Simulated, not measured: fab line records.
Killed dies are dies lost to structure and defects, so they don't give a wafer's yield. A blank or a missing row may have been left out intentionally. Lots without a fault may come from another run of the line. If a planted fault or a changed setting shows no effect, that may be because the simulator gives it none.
fab line records | flow n5-finfet | part 1 of 2: steps 1 to 21 of 31
record lots=5 | wafers=15 | last-day=16
route steps=1938 shown MOL_CONTACT_COAG@565
lots that met no fault: taken from a fault-free run of the same line
start-h: start of the lot's first displayed wafer, in hours after the record's first day | wait-h: hours elapsed since this lot's preceding step | " same as the row above | L1.1+2: one row covering several wafers at once | - either no value or no given start | * or withheld: withheld | < > ~ a bound
route shown NAME@n: names a module that has steps shown in the file, with the first one's number in the route | usual: average and standard deviation across the fault-free wafers | same: alike in all rows | chamber/n: place in a boat | sites: readings site by site | _std_site: the values' standard deviation | _edge_site: the outer-site mean with the inner-site mean subtracted | radius-mm: how far each site lies from the wafer's centre | mask NAME#n: copy n | behind: tool/chamber where the wafer was last shaped | hold: what put the lot on hold/how long, in hours/how the hold closed | device: the n, p or np transistor that did not switch | end of line: the same wafers' tests at the end of the route | for a step that has no rows: nothing shown but its recipe | killed: at the first sort, the dies lost to defects and structure; wafer yield is something else | map: a wafer's dies, marking killed ones x, the rest . and places with no die _
set.NAME: setting as actually run; set.NAME@STEP: the setting as run at that earlier step | model.NAME: the simulator's own value behind a step, which no gauge read
lots at some steps of the route; a table a step, a row a wafer
services: the hour from which a tool's chamber was out of use, counted from the record's first day as start-h (under 0 if before that day), plus the number of hours and why
## steps
# step N5_MOL_CONTACT_COAG_COAT_76
# recipe resist=SiARC | temp-c=220 | time-s=60 | spin-rpm=1500 | resist-thk-nm=10
lot.wafer  | tool           | chamber | start-h | wait-h
L078.4+5+6 | litho-track-05 | 0       | -       | -
L083.2+3+4 | litho-track-05 | 0       | -       | -
L088.1+2+6 | litho-track-05 | 0       | -       | -
L089.3+4+5 | litho-track-01 | 0       | -       | -
L093.1+2+5 | litho-track-05 | 0       | -       | -
# step N5_MOL_CONTACT_COAG_COAT_77
# recipe resist=underlayer | temp-c=205 | time-s=60 | spin-rpm=1500 | resist-thk-nm=10
lot.wafer  | tool           | chamber | start-h | wait-h
L078.4+5+6 | litho-track-05 | 0       | -       | -
L083.2+3+4 | litho-track-05 | 0       | -       | -
L088.1+2+6 | litho-track-05 | 0       | -       | -
L089.3+4+5 | litho-track-01 | 0       | -       | -
L093.1+2+5 | litho-track-05 | 0       | -       | -
# step N5_MOL_CONTACT_COAG_COAT_78
# recipe resist=CAR-EUV | spin-rpm=1500 | resist-thk-nm=40
lot.wafer  | tool           | chamber | start-h | wait-h
L078.4+5+6 | litho-track-05 | 0       | -       | -
L083.2+3+4 | litho-track-05 | 0       | -       | -
L088.1+2+6 | litho-track-05 | 0       | -       | -
L089.3+4+5 | litho-track-01 | 0       | -       | -
L093.1+2+5 | litho-track-05 | 0       | -       | -
# step N5_MOL_CONTACT_COAG_EBR_80
# recipe solvent=PGMEA | ebr-width-mm=1.5
lot.wafer  | tool           | chamber | start-h | wait-h
L078.4+5+6 | litho-track-05 | 0       | -       | -
L083.2+3+4 | litho-track-05 | 0       | -       | -
L088.1+2+6 | litho-track-05 | 0       | -       | -
L089.3+4+5 | litho-track-01 | 0       | -       | -
L093.1+2+5 | litho-track-05 | 0       | -       | -
# step N5_MOL_CONTACT_COAG_SOFTBAKE_79
# recipe temp-c=110 | time-s=60 | resist=CAR-EUV
lot.wafer  | tool           | chamber | start-h | wait-h
L078.4+5+6 | litho-track-05 | 0       | -       | -
L083.2+3+4 | litho-track-05 | 0       | -       | -
L088.1+2+6 | litho-track-05 | 0       | -       | -
L089.3+4+5 | litho-track-01 | 0       | -       | -
L093.1+2+5 | litho-track-05 | 0       | -       | -
# step N5_MOL_CONTACT_COAG_EXPOSE_81
# recipe mask-id=VG | na=0.33 | source-shape=annular | sigma-inner=0.3 | sigma-outer=0.7 | polarization=unpolarized | defocus-nm=0 | dose-mj=59.5
lot.wafer  | tool           | chamber | start-h | wait-h | mask
L078.4+5+6 | euv-scanner-01 | 0       | 122.41  | -      | VG#0
L083.2+3+4 | euv-scanner-01 | 0       | 151.02  | -      | VG#0
L088.1+2+6 | euv-scanner-01 | 0       | 191.73  | -      | VG#0
L089.3+4+5 | euv-scanner-01 | 0       | 192.36  | -      | VG#0
L093.1+2+5 | euv-scanner-02 | 0       | 220.97  | -      | VG#0
# step N5_MOL_CONTACT_COAG_PEB_82
# recipe peb-temp-c=100 | peb-time-s=60 | resist=CAR-EUV
lot.wafer  | tool           | chamber | start-h | wait-h
L078.4+5+6 | litho-track-01 | 0       | 122.46  | 0.0
L083.2+3+4 | litho-track-01 | 0       | 151.09  | 0.1
L088.1+2+6 | litho-track-01 | 0       | 191.80  | 0.1
L089.3+4+5 | litho-track-01 | 0       | 192.43  | 0.1
L093.1+2+5 | litho-track-01 | 0       | 221.05  | 0.1
# step N5_MOL_CONTACT_COAG_DEVELOP_83
# recipe develop-time-s=30 | developer=TMAH | resist=CAR-EUV | rinse-liquid=surfactant-rinse | dry=air-spin | dev-temp-c=23
lot.wafer  | tool           | chamber | start-h | wait-h
L078.4+5+6 | litho-track-01 | 0       | -       | -
L083.2+3+4 | litho-track-01 | 0       | -       | -
L088.1+2+6 | litho-track-01 | 0       | -       | -
L089.3+4+5 | litho-track-01 | 0       | -       | -
L093.1+2+5 | litho-track-01 | 0       | -       | -
# step N5_MOL_CONTACT_COAG_CD_MEAS_84
# recipe target-cd-nm=25.1 | landing-energy-ev=500 | detector=se-inlens | polarity=opening
# usual cd-nm=25.05/0.22
lot.wafer | tool      | chamber | start-h | wait-h | cd-nm
L078.4    | cd-sem-01 | 0       | 122.53  | -      | 25.34
L078.5    | "         | 0       | "       | "      | 25.12
L078.6    | "         | 0       | "       | "      | 25.19
L083.2    | cd-sem-02 | 0       | 151.16  | -      | 24.85
L083.3    | "         | 0       | "       | "      | 25.14
L083.4    | "         | 0       | "       | "      | 25.13
L088.1    | cd-sem-02 | 0       | 191.87  | -      | 25.40
L088.2    | "         | 0       | "       | "      | 24.73
L088.6    | "         | 0       | "       | "      | 25.19
L089.3    | cd-sem-01 | 0       | 192.49  | -      | 24.93
L089.4    | "         | 0       | "       | "      | 24.92
L089.5    | "         | 0       | "       | "      | 25.26
L093.1    | cd-sem-02 | 0       | 221.12  | -      | 25.07
L093.2    | "         | 0       | "       | "      | 25.10
L093.5    | "         | 0       | "       | "      | 24.98
# step N5_MOL_CONTACT_COAG_OVL_MEAS_85
# recipe points-per-wafer=522
# usual VG_OVL=-0.3/0.71
lot.wafer | tool       | chamber | start-h | wait-h | VG_OVL[nm]
L078.4    | overlay-01 | 0       | 122.58  | 0.0    | -1.2
L078.5    | "          | 0       | "       | "      | -1.1
L078.6    | "          | 0       | "       | "      | -0.4
L083.2    | overlay-01 | 0       | 151.19  | 0.0    | 0.0
L083.3    | "          | 0       | "       | "      | -0.7
L083.4    | "          | 0       | "       | "      | 0.2
L088.1    | overlay-02 | 0       | 191.90  | 0.0    | -0.8
L088.2    | "          | 0       | "       | "      | -0.9
L088.6    | "          | 0       | "       | "      | -1.4
L089.3    | overlay-02 | 0       | 192.53  | 0.0    | 0.2
L089.4    | "          | 0       | "       | "      | -0.4
L089.5    | "          | 0       | "       | "      | 0.3
L093.1    | overlay-02 | 0       | 221.15  | 0.0    | -0.9
L093.2    | "          | 0       | "       | "      | 0.0
L093.5    | "          | 0       | "       | "      | -0.9
# step N5_MOL_CONTACT_COAG_INSPECT_57
# recipe mode=adi | inspect-instrument=brightfield
# usual raw-defect-count=206/48
lot.wafer | tool              | chamber | start-h | wait-h | raw-defect-count
L078.4    | defect-inspect-01 | -       | 122.62  | 0.0    | 226
L078.5    | "                 | -       | "       | "      | 210
L078.6    | "                 | -       | "       | "      | 225
L083.2    | defect-inspect-02 | -       | 151.24  | 0.0    | 193
L083.3    | "                 | -       | "       | "      | 190
L083.4    | "                 | -       | "       | "      | 169
L088.1    | defect-inspect-01 | -       | 191.96  | 0.1    | 213
L088.2    | "                 | -       | "       | "      | 225
L088.6    | "                 | -       | "       | "      | 240
L089.3    | defect-inspect-02 | -       | 192.58  | 0.0    | 196
L089.4    | "                 | -       | "       | "      | 202
L089.5    | "                 | -       | "       | "      | 322
L093.1    | defect-inspect-02 | -       | 221.20  | 0.1    | 225
L093.2    | "                 | -       | "       | "      | 134
L093.5    | "                 | -       | "       | "      | 221
# step N5_MOL_CONTACT_COAG_DESCUM_88
# recipe chemistry=O2 | time-s=7 | source-power-w=50 | bias-power-w=20 | pressure-mtorr=20 | rf-frequency-hz=2.712e+07 | temp-c=40 | resist=CAR-EUV | o2-flow-sccm=225
# usual drypump-motor-current-A=5.6/0.5 | oes-product-au=0.79/0.084 | rf-vpp-V=243.2/1.6 | showerhead-plenum-p-Torr=2.08/0.084 | throttle-valve-pct=20.43/0.21
lot.wafer | tool        | chamber | start-h | wait-h | drypump-motor-current-A | oes-product-au | rf-hours-counter-h | rf-vpp-V | showerhead-plenum-p-Torr | throttle-valve-pct
L078.4    | rie-diel-05 | 3       | 122.65  | 0.0    | 6.4                     | 0.70           | 216                | 241.7    | 1.98                     | 20.42
L078.5    | "           | 0       | "       | "      | 5.8                     | 0.78           | -                  | 245.1    | 2.20                     | 20.66
L078.6    | "           | 1       | "       | "      | 5.1                     | 0.92           | -                  | 242.4    | 2.03                     | 20.12
L083.2    | rie-diel-05 | 0       | 151.28  | 0.0    | 5.9                     | 0.79           | 112                | 244.4    | 2.19                     | 20.66
L083.3    | "           | 2       | "       | "      | 5.3                     | 0.90           | 40                 | 244.4    | 2.22                     | 20.17
L083.4    | "           | 3       | "       | "      | 6.4                     | 0.70           | 224                | 240.9    | 1.98                     | 20.42
L088.1    | rie-diel-04 | 3       | 191.99  | 0.0    | 5.1                     | 0.76           | 130                | 243.6    | 2.09                     | 20.54
L088.2    | "           | 2       | "       | "      | 6.3                     | 0.85           | 60                 | 242.4    | 2.05                     | 20.70
L088.6    | "           | 0       | "       | "      | 5.7                     | 0.68           | -                  | 243.1    | 2.14                     | 20.36
L089.3    | rie-diel-06 | 0       | 192.76  | 0.2    | 4.8                     | 0.74           | 161                | 241.4    | 2.00                     | 20.36
L089.4    | "           | 1       | "       | "      | 5.6                     | 0.73           | 191                | 242.3    | 2.08                     | 20.79
L089.5    | "           | 3       | "       | "      | 4.9                     | 0.97           | -                  | 245.9    | 2.24                     | 20.39
L093.1    | rie-diel-04 | 3       | 221.28  | 0.1    | 5.1                     | 0.75           | 140                | 242.8    | 2.09                     | 20.58
L093.2    | "           | 1       | "       | "      | 5.9                     | 0.75           | 193                | 239.9    | 1.98                     | 20.24
L093.5    | "           | 1       | "       | "      | 5.9                     | 0.74           | -                  | 242.7    | 1.98                     | 20.26
# step N5_MOL_CONTACT_COAG_ETCH_89
# recipe chemistry=N2/H2 | target=underlayer | target-depth-a=130 | mask-material=CAR-EUV | time-s=10.4 | ion-energy-ev=200 | pressure-mtorr=30 | source-w=840 | bias-w=150 | n2-flow-sccm=200 | h2-flow-sccm=200 | ends=cleared
# usual drypump-motor-current-A=5.6/0.5 | etch-rf-on-time-s=10.4/0.3 | oes-product-au=0.67/0.071 | rf-vpp-V=523.7/2.9 | showerhead-plenum-p-Torr=2.54/0.1 | throttle-valve-pct=17.91/0.17
lot.wafer | tool        | chamber | start-h | wait-h | drypump-motor-current-A | etch-rf-on-time-s | oes-product-au | rf-hours-counter-h | rf-vpp-V | showerhead-plenum-p-Torr | throttle-valve-pct
L078.4    | rie-diel-05 | 3       | 122.68  | 0.0    | 6.4                     | 10.8              | 0.59           | 216                | 519.0    | 2.40                     | 17.88
L078.5    | "           | 0       | "       | "      | 5.9                     | 10.0              | 0.67           | -                  | 528.7    | 2.66                     | 18.01
L078.6    | "           | 1       | "       | "      | 5.1                     | 10.3              | 0.80           | -                  | 522.5    | 2.49                     | 17.65
L083.2    | rie-diel-05 | 0       | 151.31  | 0.0    | 5.9                     | 10.1              | 0.67           | 112                | 527.3    | 2.66                     | 18.02
L083.3    | "           | 2       | "       | "      | 5.4                     | 10.9              | 0.75           | 40                 | 528.0    | 2.71                     | 17.74
L083.4    | "           | 3       | "       | "      | 6.4                     | 10.9              | 0.58           | 224                | 519.4    | 2.40                     | 17.90
L088.1    | rie-diel-04 | 3       | 192.03  | 0.0    | 5.1                     | 10.3              | 0.65           | 130                | 525.3    | 2.54                     | 17.91
L088.2    | "           | 2       | "       | "      | 6.3                     | 10.3              | 0.73           | 60                 | 522.5    | 2.48                     | 17.95
L088.6    | "           | 0       | "       | "      | 5.8                     | 10.9              | 0.57           | -                  | 525.7    | 2.62                     | 18.06
L089.3    | rie-diel-06 | 0       | 192.79  | 0.0    | 4.8                     | 10.4              | 0.64           | 161                | 520.4    | 2.42                     | 17.71
L089.4    | "           | 1       | "       | "      | 5.6                     | 10.0              | 0.63           | 191                | 522.0    | 2.53                     | 18.30
L089.5    | "           | 3       | "       | "      | 4.9                     | 9.9               | 0.85           | -                  | 529.3    | 2.72                     | 17.90
L093.1    | rie-diel-04 | 3       | 221.32  | 0.0    | 5.1                     | 10.2              | 0.65           | 140                | 523.5    | 2.54                     | 17.94
L093.2    | "           | 1       | "       | "      | 5.9                     | 10.5              | 0.62           | 193                | 520.7    | 2.43                     | 17.86
L093.5    | "           | 1       | "       | "      | 5.9                     | 10.5              | 0.62           | -                  | 521.3    | 2.43                     | 17.86
# step N5_MOL_CONTACT_COAG_ETCH_90
# recipe chemistry=CF4 | target=SiARC | target-depth-a=130 | mask-material=CAR-EUV | time-s=21.7 | ion-energy-ev=80 | pressure-mtorr=40 | source-w=545 | bias-w=36 | Ar_flow_sccm=100 | cf4-flow-sccm=100 | ends=cleared
# usual drypump-motor-current-A=5.6/0.5 | etch-rf-on-time-s=21.7/0.54 | oes-product-au=0.68/0.072 | rf-vpp-V=184.1/1.3 | showerhead-plenum-p-Torr=2.14/0.081 | throttle-valve-pct=15.65/0.2
lot.wafer | tool        | chamber | start-h | wait-h | drypump-motor-current-A | etch-rf-on-time-s | oes-product-au | rf-hours-counter-h | rf-vpp-V | showerhead-plenum-p-Torr | throttle-valve-pct
L078.4    | rie-diel-05 | 3       | 122.70  | 0.0    | 6.4                     | 22.3              | 0.59           | 216                | 184.5    | 2.04                     | 15.71
L078.5    | "           | 0       | "       | "      | 5.8                     | 21.1              | 0.67           | -                  | 184.9    | 2.26                     | 15.90
L078.6    | "           | 1       | "       | "      | 5.1                     | 21.6              | 0.79           | -                  | 183.7    | 2.11                     | 15.43
L083.2    | rie-diel-05 | 0       | 151.33  | 0.0    | 5.9                     | 21.1              | 0.67           | 112                | 185.9    | 2.26                     | 15.93
L083.3    | "           | 2       | "       | "      | 5.4                     | 22.4              | 0.75           | 40                 | 185.6    | 2.25                     | 15.29
L083.4    | "           | 3       | "       | "      | 6.4                     | 22.5              | 0.58           | 224                | 184.1    | 2.04                     | 15.72
L088.1    | rie-diel-04 | 3       | 192.05  | 0.0    | 5.1                     | 21.6              | 0.65           | 130                | 183.5    | 2.15                     | 15.76
L088.2    | "           | 2       | "       | "      | 6.3                     | 21.5              | 0.73           | 60                 | 183.8    | 2.09                     | 15.76
L088.6    | "           | 0       | "       | "      | 5.7                     | 22.7              | 0.58           | -                  | 185.0    | 2.20                     | 15.65
L089.3    | rie-diel-06 | 0       | 192.81  | 0.0    | 4.8                     | 21.9              | 0.64           | 161                | 182.0    | 2.06                     | 15.64
L089.4    | "           | 1       | "       | "      | 5.6                     | 21.4              | 0.63           | 191                | 184.3    | 2.13                     | 15.98
L089.5    | "           | 3       | "       | "      | 4.8                     | 21.0              | 0.84           | -                  | 185.1    | 2.28                     | 15.44
L093.1    | rie-diel-04 | 3       | 221.34  | 0.0    | 5.0                     | 21.6              | 0.65           | 140                | 184.9    | 2.15                     | 15.78
L093.2    | "           | 1       | "       | "      | 5.8                     | 22.3              | 0.62           | 193                | 183.1    | 2.03                     | 15.49
L093.5    | "           | 1       | "       | "      | 5.9                     | 22.1              | 0.62           | -                  | 182.6    | 2.03                     | 15.51
# step N5_MOL_CONTACT_COAG_ALD_131
# recipe material=SiO2 | target-thk-a=50 | temp-c=100 | ald-precursor-family=BDEAS | ald-co-reactant=O2-plasma | pulse-time-s=1 | co-reactant-pulse-time-s=1 | purge-time-s=2 | co-reactant-purge-time-s=2 | ald-cycles=35 | pressure-torr=2
# usual heater-power-w=79/6.9 | precursor-pulse-height-rel=0.998/0.021
# same co-reactant-purge-time-s=2
lot.wafer | tool       | chamber | start-h | wait-h | heater-power-w | precursor-pulse-height-rel
L078.4    | ald-sin-03 | 2       | 122.83  | 0.1    | 84             | 1.024
L078.5    | "          | 3       | "       | "      | 84             | 1.010
L078.6    | "          | 0       | "       | "      | 90             | 1.016
L083.2    | ald-sin-03 | 1       | 151.41  | 0.1    | 70             | 0.998
L083.3    | "          | 0       | "       | "      | 86             | 0.997
L083.4    | "          | 3       | "       | "      | 84             | 0.988
L088.1    | ald-sin-01 | 3       | 192.13  | 0.1    | 85             | 1.018
L088.2    | "          | 1       | "       | "      | 81             | 1.005
L088.6    | "          | 0       | "       | "      | 81             | 1.000
L089.3    | ald-sin-04 | 3       | 192.89  | 0.1    | 80             | 1.024
L089.4    | "          | 1       | "       | "      | 72             | 0.984
L089.5    | "          | 0       | "       | "      | 89             | 0.982
L093.1    | ald-sin-01 | 3       | 221.97  | 0.6    | 85             | 1.004
L093.2    | "          | 1       | "       | "      | 82             | 1.005
L093.5    | "          | 0       | "       | "      | 86             | 1.020
# step N5_MOL_CONTACT_COAG_ETCHBACK_132
# recipe chemistry=CHF3 | target=SiO2 | target-depth-a=100 | time-s=6.7 | ion-energy-ev=200 | pressure-mtorr=30 | source-w=610 | bias-w=170 | Ar_flow_sccm=200 | CHF3_flow_sccm=50
# usual CHF3_flow_sccm=50.01/0.16 | drypump-motor-current-A=5.5/0.49 | oes-product-au=0.78/0.078 | rf-vpp-V=518/9.8 | showerhead-plenum-p-Torr=2.37/0.088 | throttle-valve-pct=18.81/0.2
lot.wafer | tool        | chamber | start-h | wait-h | CHF3_flow_sccm | drypump-motor-current-A | oes-product-au | rf-hours-counter-h | rf-vpp-V | showerhead-plenum-p-Torr | throttle-valve-pct
L078.4    | rie-diel-06 | 0       | 123.01  | 0.1    | 50.13          | 4.8                     | 0.76           | 134                | 504      | 2.31                     | 18.75
L078.5    | "           | 0       | "       | "      | 50.00          | 4.8                     | 0.76           | -                  | 504      | 2.31                     | 18.77
L078.6    | "           | 1       | "       | "      | 50.17          | 5.6                     | 0.75           | -                  | 538      | 2.38                     | 19.08
L083.2    | rie-diel-05 | 0       | 151.59  | 0.1    | 49.97          | 5.9                     | 0.78           | 112                | 524      | 2.51                     | 19.04
L083.3    | "           | 1       | "       | "      | 50.20          | 5.1                     | 0.90           | 28                 | 516      | 2.34                     | 18.61
L083.4    | "           | 3       | "       | "      | 50.31          | 6.4                     | 0.68           | 224                | 507      | 2.25                     | 18.74
L088.1    | rie-diel-04 | 0       | 192.31  | 0.1    | 50.11          | 5.7                     | 0.68           | 218                | 523      | 2.46                     | 18.79
L088.2    | "           | 2       | "       | "      | 49.53          | 6.3                     | 0.86           | 60                 | 513      | 2.34                     | 18.96
L088.6    | "           | 0       | "       | "      | 50.21          | 5.7                     | 0.68           | -                  | 521      | 2.46                     | 18.80
L089.3    | rie-diel-06 | 0       | 193.14  | 0.2    | 49.82          | 4.8                     | 0.75           | 161                | 504      | 2.30                     | 18.81
L089.4    | "           | 1       | "       | "      | 49.93          | 5.6                     | 0.73           | 191                | 537      | 2.37                     | 19.10
L089.5    | "           | 3       | "       | "      | 50.06          | 4.8                     | 0.98           | -                  | 521      | 2.55                     | 18.70
L093.1    | rie-diel-04 | 0       | 222.15  | 0.1    | 50.14          | 5.8                     | 0.67           | 229                | 521      | 2.45                     | 18.81
L093.2    | "           | 3       | "       | "      | 50.10          | 5.0                     | 0.75           | 141                | 522      | 2.39                     | 18.94
L093.5    | "           | 1       | "       | "      | 49.80          | 5.8                     | 0.72           | -                  | 524      | 2.26                     | 18.56
# step N5_MOL_CONTACT_COAG_ETCH_91
# recipe chemistry=N2/H2 | target=SOC | target-depth-a=600 | overetch-a=210 | mask-material=SiARC | temp-c=40 | time-s=101.2 | ion-energy-ev=200 | pressure-mtorr=30 | source-w=840 | bias-w=150 | n2-flow-sccm=200 | h2-flow-sccm=200
# usual drypump-motor-current-A=5.5/0.5 | oes-product-au=0.65/0.061 | rf-vpp-V=523.5/2.8 | showerhead-plenum-p-Torr=2.53/0.1 | throttle-valve-pct=17.92/0.19
lot.wafer | tool        | chamber | start-h | wait-h | drypump-motor-current-A | oes-product-au | rf-hours-counter-h | rf-vpp-V | showerhead-plenum-p-Torr | throttle-valve-pct
L078.4    | rie-diel-06 | 0       | 123.04  | 0.0    | 4.8                     | 0.64           | 134                | 521.8    | 2.43                     | 17.60
L078.5    | "           | 0       | "       | "      | 4.8                     | 0.64           | -                  | 521.0    | 2.43                     | 17.62
L078.6    | "           | 1       | "       | "      | 5.6                     | 0.62           | -                  | 524.1    | 2.54                     | 18.23
L083.2    | rie-diel-05 | 0       | 151.63  | 0.0    | 5.9                     | 0.64           | 113                | 526.7    | 2.66                     | 18.00
L083.3    | "           | 1       | "       | "      | 5.1                     | 0.75           | 28                 | 522.3    | 2.48                     | 17.63
L083.4    | "           | 3       | "       | "      | 6.4                     | 0.58           | 224                | 518.8    | 2.40                     | 17.89
L088.1    | rie-diel-04 | 0       | 192.35  | 0.0    | 5.8                     | 0.58           | 218                | 526.9    | 2.62                     | 18.01
L088.2    | "           | 2       | "       | "      | 6.3                     | 0.71           | 60                 | 522.1    | 2.48                     | 17.94
L088.6    | "           | 0       | "       | "      | 5.8                     | 0.58           | -                  | 526.4    | 2.62                     | 18.03
L089.3    | rie-diel-06 | 0       | 193.18  | 0.0    | 4.8                     | 0.63           | 161                | 519.5    | 2.42                     | 17.65
L089.4    | "           | 1       | "       | "      | 5.6                     | 0.61           | 191                | 523.3    | 2.53                     | 18.26
L089.5    | "           | 3       | "       | "      | 4.9                     | 0.81           | -                  | 528.5    | 2.72                     | 17.86
L093.1    | rie-diel-04 | 0       | 222.19  | 0.0    | 5.8                     | 0.58           | 229                | 525.5    | 2.62                     | 18.05
L093.2    | "           | 3       | "       | "      | 5.1                     | 0.64           | 141                | 523.4    | 2.54                     | 17.92
L093.5    | "           | 1       | "       | "      | 5.9                     | 0.62           | -                  | 519.3    | 2.43                     | 17.83
# step N5_MOL_CONTACT_COAG_STRIP_92
# recipe chemistry=N2/H2 | temp-c=40 | n2-flow-sccm=200 | h2-flow-sccm=200 | rf-frequency-hz=6e+07
lot.wafer  | tool        | chamber | start-h | wait-h
L078.4+5+6 | rie-diel-06 | 0,0,1   | 123.11  | 0.0
L083.2+3+4 | rie-diel-05 | 0,1,3   | 151.70  | 0.0
L088.1+2+6 | rie-diel-04 | 0,2,0   | 192.42  | 0.0
L089.3+4+5 | rie-diel-06 | 0,1,3   | 193.25  | 0.0
L093.1+2+5 | rie-diel-04 | 0,3,1   | 222.26  | 0.0
# step N5_MOL_CONTACT_COAG_STRIP_93
# recipe chemistry=N2/H2 | temp-c=40 | n2-flow-sccm=200 | h2-flow-sccm=200 | rf-frequency-hz=6e+07
lot.wafer  | tool        | chamber | start-h | wait-h
L078.4+5+6 | rie-diel-06 | 0,0,1   | 123.12  | 0.0
L083.2+3+4 | rie-diel-05 | 0,1,3   | 151.71  | 0.0
L088.1+2+6 | rie-diel-04 | 0,2,0   | 192.43  | 0.0
L089.3+4+5 | rie-diel-06 | 0,1,3   | 193.26  | 0.0
L093.1+2+5 | rie-diel-04 | 0,3,1   | 222.27  | 0.0
# step N5_MOL_CONTACT_COAG_ETCHBACK_135
# recipe chemistry=CHF3 | target=SiO2 | target-depth-a=250 | time-s=16.7 | ion-energy-ev=200 | pressure-mtorr=30 | source-w=610 | bias-w=170 | Ar_flow_sccm=200 | CHF3_flow_sccm=50
# usual CHF3_flow_sccm=50.01/0.14 | drypump-motor-current-A=5.5/0.5 | oes-product-au=0.78/0.077 | rf-vpp-V=518/9.8 | showerhead-plenum-p-Torr=2.37/0.088 | throttle-valve-pct=18.81/0.2
lot.wafer | tool        | chamber | start-h | wait-h | CHF3_flow_sccm | drypump-motor-current-A | oes-product-au | rf-hours-counter-h | rf-vpp-V | showerhead-plenum-p-Torr | throttle-valve-pct
L078.4    | rie-diel-06 | 0       | 123.13  | 0.0    | 49.83          | 4.8                     | 0.77           | 134                | 505      | 2.31                     | 18.76
L078.5    | "           | 0       | "       | "      | 50.02          | 4.8                     | 0.77           | -                  | 503      | 2.31                     | 18.76
L078.6    | "           | 1       | "       | "      | 49.76          | 5.6                     | 0.76           | -                  | 537      | 2.38                     | 19.06
L083.2    | rie-diel-05 | 0       | 151.72  | 0.0    | 49.94          | 5.9                     | 0.78           | 113                | 523      | 2.51                     | 19.07
L083.3    | "           | 1       | "       | "      | 50.27          | 5.1                     | 0.90           | 28                 | 515      | 2.34                     | 18.59
L083.4    | "           | 3       | "       | "      | 49.98          | 6.4                     | 0.68           | 224                | 506      | 2.25                     | 18.75
L088.1    | rie-diel-04 | 0       | 192.44  | 0.0    | 50.12          | 5.7                     | 0.69           | 218                | 522      | 2.46                     | 18.79
L088.2    | "           | 2       | "       | "      | 49.93          | 6.3                     | 0.85           | 60                 | 514      | 2.34                     | 18.97
L088.6    | "           | 0       | "       | "      | 50.32          | 5.7                     | 0.68           | -                  | 521      | 2.46                     | 18.80
L089.3    | rie-diel-06 | 0       | 193.27  | 0.0    | 49.86          | 4.8                     | 0.75           | 161                | 503      | 2.30                     | 18.80
L089.4    | "           | 1       | "       | "      | 50.04          | 5.6                     | 0.74           | 191                | 537      | 2.37                     | 19.10
L089.5    | "           | 3       | "       | "      | 49.88          | 4.9                     | 0.99           | -                  | 521      | 2.55                     | 18.70
L093.1    | rie-diel-04 | 0       | 222.28  | 0.0    | 49.93          | 5.7                     | 0.68           | 229                | 522      | 2.45                     | 18.80
L093.2    | "           | 3       | "       | "      | 50.13          | 5.0                     | 0.75           | 141                | 524      | 2.39                     | 18.94
L093.5    | "           | 1       | "       | "      | 50.00          | 5.9                     | 0.74           | -                  | 526      | 2.26                     | 18.56
# step N5_MOL_CONTACT_COAG_STRIP_118
# recipe chemistry=CHF3 | resist=SiARC | rf-frequency-hz=6e+07
lot.wafer  | tool        | chamber | start-h | wait-h
L078.4+5+6 | rie-diel-06 | 0,0,1   | 123.15  | 0.0
L083.2+3+4 | rie-diel-05 | 0,1,3   | 151.74  | 0.0
L088.1+2+6 | rie-diel-04 | 0,2,0   | 192.46  | 0.0
L089.3+4+5 | rie-diel-06 | 0,1,3   | 193.29  | 0.0
L093.1+2+5 | rie-diel-04 | 0,3,1   | 222.30  | 0.0
